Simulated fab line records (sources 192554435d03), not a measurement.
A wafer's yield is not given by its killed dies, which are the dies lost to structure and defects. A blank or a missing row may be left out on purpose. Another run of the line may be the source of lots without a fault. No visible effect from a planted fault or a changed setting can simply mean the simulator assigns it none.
2 desks, one fault	flow n5Finfet	numbers are kept per desk, each desk with only its own; the story behind them comes last

## THE METROLOGY DESK
What the gauges read, lot by lot, whatever tool the lot ran on: means of the sampled wafers that have a number. If a lot's mean is further than 4 standard deviations from the usual mean, the lot is out of limits and carries the mark OUT (the distance appears in the brackets).
Columns: A = cdNm at N5_FIN_SAQP_CD_MEAS_27, usual 20.23 nm
lot	first seen here	A
L368	day 2 00:59	20.40
L369	day 2 07:28	20.20
L370	day 2 11:49	20.22
L372	day 3 01:14	20.46
L373	day 3 06:53	20.05
L375	day 3 18:25	20.31
L376	day 4 02:41	20.12
L377	day 4 06:58	20.27
L378	day 4 11:44	20.64
L379	day 5 01:50	20.10
L380	day 5 04:55	20.05
L381	day 5 08:26	20.32
L383	day 5 17:55	17.83 (-9.2) OUT
L385	day 6 06:07	17.31 (-11) OUT
This desk finds L383, L385 out of limits, L383 being first, at day 5 17:55 (cdNm at N5_FIN_SAQP_CD_MEAS_27). L368, L369, L370, L372, L373, L375, L376, L377, L378, L379, L380, L381: within limits.

## FOR THE TOOL OWNER'S DESK: aldSin-03
The tool's own readings at N5_FIN_SAQP_SPACER1_ALD_24 (deposits SiO2, target thk 20.3 nm, pulse time 1 s, purge time 2 s): means of the sampled wafers that have a number, for each lot that ran on this tool. If a lot's mean is further than 4 standard deviations from the usual mean, the lot is out of limits and carries the mark OUT (the distance appears in the brackets).
Columns: A = heaterPowerOuterW at N5_FIN_SAQP_SPACER1_ALD_24, usual 277 W; B = heaterPowerW at N5_FIN_SAQP_SPACER1_ALD_24, usual 491 W; C = precursorPulseHeightRel at N5_FIN_SAQP_SPACER1_ALD_24, usual 0.999
lot	first seen here	A	B	C
L368	day 2 00:04	263	478	0.998
L373	day 3 05:54	285	494	0.984
L375	day 3 17:26	269	477	1.010
L378	day 4 10:49	259	463	0.997
L379	day 5 01:10	288	502	1.005
L383	day 5 16:58	256	466	0.999
L385	day 6 05:12	270	484	0.999
This desk found nothing out of limits on any of the 7 lots.

## ALL TOGETHER
At day 5 17:55 the metrology desk could have sounded an alarm, on L383, L385.
Nothing out of limits was seen by the tool owner's desk.
On record at the tool owner's desk: L383, L385, within its limits.
On aldSin-03, each named lot ran N5_FIN_SAQP_SPACER1_ALD_24.

## WHAT THE SIMULATOR PUT IN
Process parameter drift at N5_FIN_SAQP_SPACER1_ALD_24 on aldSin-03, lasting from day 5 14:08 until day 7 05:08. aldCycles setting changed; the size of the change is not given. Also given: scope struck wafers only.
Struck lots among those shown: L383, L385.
Hours from the fault's start to each desk's first reading out of limits: the metrology desk, 4.
